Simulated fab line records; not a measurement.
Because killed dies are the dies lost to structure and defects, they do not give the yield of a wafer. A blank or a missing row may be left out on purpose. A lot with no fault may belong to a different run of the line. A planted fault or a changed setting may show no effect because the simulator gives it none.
Which of the tools did it? ; flow n5Finfet ; at 1 step of a route of 1938, 11 lots with 33 wafers sampled

== WHAT EACH GAUGE READ, for each wafer ==
N5_BEOL_M12_THK_MEAS_50: measures by xrf.
lot;measured;on;M12_THK (nm)
L748;day 11 01:12;filmMetro-02;328 324 308
L749;day 11 16:46;filmMetro-02;319 324 322
L750;day 11 21:02;filmMetro-01;316 317 318
L752;day 12 04:55;filmMetro-02;311 325 319
L754;day 13 04:37;filmMetro-01;318 319 322
L758;day 14 00:40;filmMetro-02;316 328 328
L763;day 15 11:21;filmMetro-01;319 322 324
L762;day 15 12:16;filmMetro-02;312 326 322
L765;day 15 22:39;filmMetro-01;306 318 316
L766;day 16 15:40;filmMetro-02;330 329 324
L768;day 17 02:50;filmMetro-01;323 313 320

== WHAT TOOL EACH LOT RAN ON (gives the tool, then ch and the chambers of the sampled wafers, and finally the start) ==
No process step before these readings appears in the record.

== THE ANSWER, worked out from the rows above alone ==
Rule: usual is defined by the lots themselves. Put in order of their means at a reading, lots are off if they are a third of the lots or fewer, leave a main group of 4 or more, and stand apart from it by a gap of 3 or more times the standard deviation of the main group's means; of several such gaps the widest counts. The tables above print the reading to a certain number of digits; a main group whose means all agree to those digits is not used. A lot without any number at a reading at which 4 lots or more have one is off too. Any other lot the step has rows for is counted as sound.
No lot is off at any reading shown: from this, nothing can be told.

== WHAT WAS PUT IN BY THE SIMULATOR ==
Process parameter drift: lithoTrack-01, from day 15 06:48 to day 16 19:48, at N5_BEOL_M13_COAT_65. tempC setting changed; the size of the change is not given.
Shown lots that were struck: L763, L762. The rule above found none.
